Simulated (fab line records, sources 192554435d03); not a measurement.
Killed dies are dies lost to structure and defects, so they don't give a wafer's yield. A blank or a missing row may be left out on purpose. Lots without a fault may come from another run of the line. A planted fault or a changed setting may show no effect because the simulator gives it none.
Chamber matching | flow n5_finfet | N5_ZERO_LAYER_ETCH_17 on rie_diel-05: 4 sister chambers
The step etches SiO2 in CF4, target depth 12 nm, time 13.3 s. 14 wafers are shown with their chamber, then 7 later ones without.

WAFERS WITH THEIR CHAMBER
wafer  | chamber | drypump_motor_current_A (A) | throttle_valve_pct (%) | oes_product_au (a.u.)
L079.1 | 0       | 5.3                         | 15.56                  | 0.76
L079.3 | 2       | 5.9                         | 15.40                  | 0.78
L079.5 | 3       | 6.3                         | 16.02                  | 0.68
L080.1 | 3       | 6.3                         | 16.03                  | 0.67
L080.4 | 1       | 5.1                         | 15.39                  | 0.97
L080.5 | 2       | 5.9                         | 15.39                  | 0.77
L085.2 | 2       | 5.9                         | 15.42                  | 0.77
L085.3 | 3       | 6.3                         | 16.05                  | 0.67
L085.5 | 0       | 5.3                         | 15.58                  | 0.74
L088.1 | 0       | 5.3                         | 15.55                  | 0.73
L088.2 | 1       | 5.1                         | 15.42                  | 0.91
L088.3 | 3       | 6.3                         | 16.06                  | 0.66
L090.1 | 3       | 6.3                         | 16.06                  | 0.67
L090.2 | 2       | 5.8                         | 15.43                  | 0.77

SIGNATURES (means of the wafers above)
reading                 | chamber 0 | chamber 1 | chamber 2 | chamber 3 | scatter within a chamber
drypump_motor_current_A | 5.300     | 5.100     | 5.875     | 6.300     | 0.0274
throttle_valve_pct      | 15.5633   | 15.4050   | 15.4100   | 16.0440   | 0.018
oes_product_au          | 0.7433    | 0.9400    | 0.7725    | 0.6700    | 0.0159
Rule: a wafer's distance from a chamber is the root of the sum, over the readings, of the square of ((its reading less the chamber's mean) divided by the reading's scatter). The wafer belongs to the nearest chamber; if the next one is less than 2 further off, it can't be placed. The scatter: the root of (the sum of the squares of (reading less its chamber's mean) over the shown wafers, divided by (wafers less chambers)).

WAFERS WITHOUT THEIR CHAMBER
wafer  | drypump_motor_current_A (A) | throttle_valve_pct (%) | oes_product_au (a.u.)
L090.6 | 5.9                         | 15.43                  | 0.77
L092.2 | 5.3                         | 15.61                  | 0.74
L092.4 | 5.3                         | 15.59                  | 0.74
L092.6 | 6.3                         | 16.07                  | 0.65
L095.4 | 5.3                         | 15.60                  | 0.73
L095.5 | 5.9                         | 15.44                  | 0.76
L095.6 | 5.1                         | 15.45                  | 0.89

WHICH CHAMBER EACH WENT THROUGH
wafer  | from the rows above | in truth
L090.6 | 2                   | 2
L092.2 | 0                   | 0
L092.4 | 0                   | 0
L092.6 | 3                   | 3
L095.4 | 0                   | 0
L095.5 | 2                   | 2
L095.6 | 1                   | 1
Placed correctly: 7 of 7. Can't be placed from these rows: 0. Placed wrongly: 0.
